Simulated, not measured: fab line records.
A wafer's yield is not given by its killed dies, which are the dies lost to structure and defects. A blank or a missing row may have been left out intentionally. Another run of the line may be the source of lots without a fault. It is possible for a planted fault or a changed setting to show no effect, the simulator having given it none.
Chamber matching | flow nand-harc | NHARC_A_STAIRCASE_DEP_156 on pecvd-04: 3 sister chambers
The step deposits SiNx, target thk 50 nm. 16 wafers are shown with their chamber, then 8 later ones without.

WAFERS WITH THEIR CHAMBER
wafer  | chamber | heater-power-w (W)
L682.2 | 2       | 823
L682.4 | 1       | 675
L682.6 | 2       | 839
L684.1 | 2       | 893
L684.2 | 0       | 684
L684.6 | 1       | 686
L683.1 | 1       | 672
L683.3 | 2       | 788
L683.6 | 2       | 803
L685.2 | 1       | 606
L685.4 | 0       | 656
L685.5 | 2       | 845
L686.1 | 1       | 663
L686.5 | 1       | 652
L686.6 | 2       | 833
L688.1 | 2       | 809

SIGNATURES (means of the wafers above)
reading        | chamber 0 | chamber 1 | chamber 2 | scatter within a chamber
heater-power-w | 670.00    | 659.00    | 829.12    | 30
Rule: a wafer lies at a distance from a chamber equal to the root of the sum of squares, over the readings, of (its reading less the chamber's mean, divided by the reading's scatter). The wafer belongs to the nearest chamber; if the next one is less than 2 further off, it can't be placed. The scatter: take each reading less its chamber's mean, square it, sum over the shown wafers, divide by the number of wafers less the number of chambers, and take the root.

WAFERS WITH NO CHAMBER GIVEN
wafer  | heater-power-w (W)
L688.2 | 637
L688.4 | 569
L691.2 | 912
L691.5 | 904
L691.6 | 667
L692.2 | 616
L692.3 | 669
L692.5 | 971

WHICH CHAMBER EACH ONE RAN IN
wafer  | from the rows above     | in truth
L688.2 | can't be placed: 1 or 0 | 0
L688.4 | can't be placed: 1 or 0 | 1
L691.2 | 2                       | 2
L691.5 | 2                       | 2
L691.6 | can't be placed: 0 or 1 | 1
L692.2 | can't be placed: 1 or 0 | 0
L692.3 | can't be placed: 0 or 1 | 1
L692.5 | 2                       | 2
Placed correctly: 3 of 8. These rows do not allow placing 5 (true chamber among the candidates in 5). Placed wrongly: 0.
